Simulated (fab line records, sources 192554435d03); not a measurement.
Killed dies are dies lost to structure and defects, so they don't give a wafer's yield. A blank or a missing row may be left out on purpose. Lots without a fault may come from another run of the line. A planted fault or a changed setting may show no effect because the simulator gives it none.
Split-lot experiment | flow n5_finfet | 7 lots, 21 wafers read, on a route of 1938 steps

THE SPLIT
At N5_BEOL_M1_EXPOSE_25 (exposes mask V0, defocus 5 nm, target cd 24 nm), the setting dose_mj was moved away from the recipe's 63 on 10 of the 21 wafers read, by -5.1% to +5.9%. The other wafers ran this setting at the recipe's value.

FROM THE SPLIT TO THE READING: what the file shows between them, 4 steps
- N5_BEOL_M1_PEB_26: peb time 60 s
- N5_BEOL_M1_DEVELOP_27: develop time 30 s
- N5_BEOL_M1_STRIP_71: strips in N2/H2
- N5_BEOL_M1_STRIP_78: strips in N2/H2

THE READING
BEOL_M1.cd_nm (the simulator's own value, which no gauge read), in nm, at N5_BEOL_M1_VIA_ETCH_34 (etches the open film in C4F6/O2, target depth 67.8 nm, time 64.4 s). The file gives no usual value for it. The 11 wafers here that ran the recipe average 17.7 nm, standard deviation 0.22 nm.

wafer  | tool, chamber at the split | dose_mj as run | against the recipe | BEOL_M1.cd_nm, nm | against lot-mates on the recipe
L078.2 | euv_scanner-01, 0          | 66.71          | +5.9%              | 18.8              | +1.0
L078.4 | euv_scanner-01, 0          | 66.71          | +5.9%              | 18.8              | +1.0
L078.5 | euv_scanner-01, 0          | 63             | recipe             | 17.8              | -
L087.2 | euv_scanner-01, 0          | 64.64          | +2.6%              | 18.8              | +0.9
L087.5 | euv_scanner-01, 0          | 63             | recipe             | 18                | -
L087.6 | euv_scanner-01, 0          | 63             | recipe             | 17.8              | -
L088.1 | euv_scanner-01, 0          | 64.57          | +2.5%              | 18.8              | no lot-mate on the recipe
L088.2 | euv_scanner-01, 0          | 64.57          | +2.5%              | 18.8              | no lot-mate on the recipe
L088.6 | euv_scanner-01, 0          | 64.57          | +2.5%              | 19                | no lot-mate on the recipe
L090.2 | euv_scanner-02, 0          | 63             | recipe             | 18                | -
L090.3 | euv_scanner-02, 0          | 63             | recipe             | 17.8              | -
L090.5 | euv_scanner-02, 0          | 63             | recipe             | 17.8              | -
L095.2 | euv_scanner-02, 0          | 63             | recipe             | 17.4              | -
L095.3 | euv_scanner-02, 0          | 63             | recipe             | 17.4              | -
L095.5 | euv_scanner-02, 0          | 63             | recipe             | 17.4              | -
L096.1 | euv_scanner-02, 0          | 59.77          | -5.1%              | 17                | -0.8
L096.2 | euv_scanner-02, 0          | 63             | recipe             | 17.8              | -
L096.6 | euv_scanner-02, 0          | 59.77          | -5.1%              | 16.8              | -1.0
L097.3 | euv_scanner-02, 0          | 60.26          | -4.3%              | 16.8              | -0.8
L097.5 | euv_scanner-02, 0          | 60.26          | -4.3%              | 16.8              | -0.8
L097.4 | euv_scanner-02, 0          | 63             | recipe             | 17.6              | -

THE FIT
A straight line over all 21 wafers: BEOL_M1.cd_nm changes by +0.217 nm for each +1% of dose_mj; r = +0.91; the points scatter about the line by 0.32 nm.
The same after taking each lot's own level away (the mean of its wafers on the recipe; 18 wafers): +0.182 nm for each +1%; r = +0.98; scatter 0.13 nm.
On that fit, the largest move of dose_mj shifts the reading by 1.1 nm.
The lots' own levels span 17.40 to 17.90 nm, that is 2.3 times the standard deviation above.
So the lot-to-lot level changes the slope: the two fits differ.
Check: with one of the wafers moved furthest among these (+5.9%) left out of the fit, the line predicts +1.13 nm for it against its lot-mates. It came out at +1 nm against them.

OTHER SPLITS ON THESE WAFERS
These wafers also went through other splits before the reading. Each is held against what the fit with the lots' levels taken away leaves over:
other split on the same wafers            | wafers away from the commonest value | r with BEOL_M1.cd_nm (lot level and that fit taken away)
N5_BEOL_M0_SAQP_EXPOSE_11 dose_mj         | 9                                    | -0.05
N5_BEOL_M0_SAQP_SPACER1_ALD_98 ald_cycles | 6                                    | +0.33

THE FILE'S OWN FIT
BEOL_M1.cd_nm changes by +0.188 nm for each +1% of dose_mj, r = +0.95.
